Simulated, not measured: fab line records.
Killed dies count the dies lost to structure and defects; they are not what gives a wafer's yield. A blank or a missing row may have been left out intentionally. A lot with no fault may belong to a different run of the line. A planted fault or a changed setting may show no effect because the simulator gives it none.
Matching of chambers | flow n5Finfet | 4 sister chambers for N5_MOL_CONTACT_COAG_ALD_123 on aldSin-02
The step deposits SiNx, target thk 5 nm, pulse time 1 s, purge time 2 s. 18 wafers are shown with their chamber, then 9 later ones without.

## WAFERS, EACH WITH ITS CHAMBER
wafer  | chamber | heaterPowerW (W) | precursorPulseHeightRel
L078.2 | 1       | 755              | 1.002
L078.3 | 0       | 883              | 0.984
L078.4 | 3       | 831              | 1.008
L082.1 | 3       | 825              | 1.005
L082.2 | 2       | 886              | 0.994
L082.3 | 1       | 744              | 1.040
L083.2 | 1       | 767              | 1.014
L083.5 | 0       | 874              | 0.981
L083.6 | 3       | 838              | 0.998
L088.2 | 2       | 901              | 0.989
L088.5 | 0       | 875              | 1.030
L088.6 | 3       | 834              | 1.001
L091.2 | 2       | 869              | 1.007
L091.4 | 1       | 762              | 1.022
L091.6 | 0       | 877              | 1.008
L094.1 | 0       | 858              | 1.001
L094.2 | 1       | 780              | 1.017
L094.3 | 2       | 904              | 1.007

SIGNATURES (means of the wafers above)
reading                 | chamber 0 | chamber 1 | chamber 2 | chamber 3 | scatter within a chamber
heaterPowerW            | 873.40    | 761.60    | 890.00    | 832.00    | 11.7
precursorPulseHeightRel | 1.00080   | 1.01900   | 0.99925   | 1.00300   | 0.0138
Rule: a wafer's distance from a chamber is the root of the sum, over the readings, of the square of ((its reading less the chamber's mean) divided by the reading's scatter). If the next closest chamber is less than 2 further off than the closest, the wafer can't be placed; otherwise it belongs to the closest. The scatter is the square root of a quotient: the sum, over the shown wafers, of each reading's squared deviation from its chamber's mean, divided by wafers minus chambers.

## WAFERS WITH NO CHAMBER GIVEN
wafer  | heaterPowerW (W) | precursorPulseHeightRel
L094.4 | 854              | 0.998
L094.5 | 821              | 0.990
L094.6 | 886              | 0.961
L095.1 | 829              | 0.979
L095.2 | 860              | 1.019
L095.5 | 845              | 1.009
L097.3 | 884              | 1.001
L097.5 | 874              | 0.962
L097.6 | 868              | 1.001

## EACH ONE'S CHAMBER
wafer  | from the rows above          | in truth
L094.4 | can't be placed: 0 or 3 or 2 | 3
L094.5 | 3                            | 3
L094.6 | can't be placed: 2 or 0      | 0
L095.1 | 3                            | 3
L095.2 | can't be placed: 0 or 3 or 2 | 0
L095.5 | can't be placed: 3 or 0      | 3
L097.3 | can't be placed: 2 or 0      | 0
L097.5 | can't be placed: 0 or 2 or 3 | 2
L097.6 | can't be placed: 0 or 2      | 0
Placed correctly: 2 of 9. Cannot be placed on the basis of these rows: 7; the candidates contain the true chamber in 7. Placed wrongly: 0.
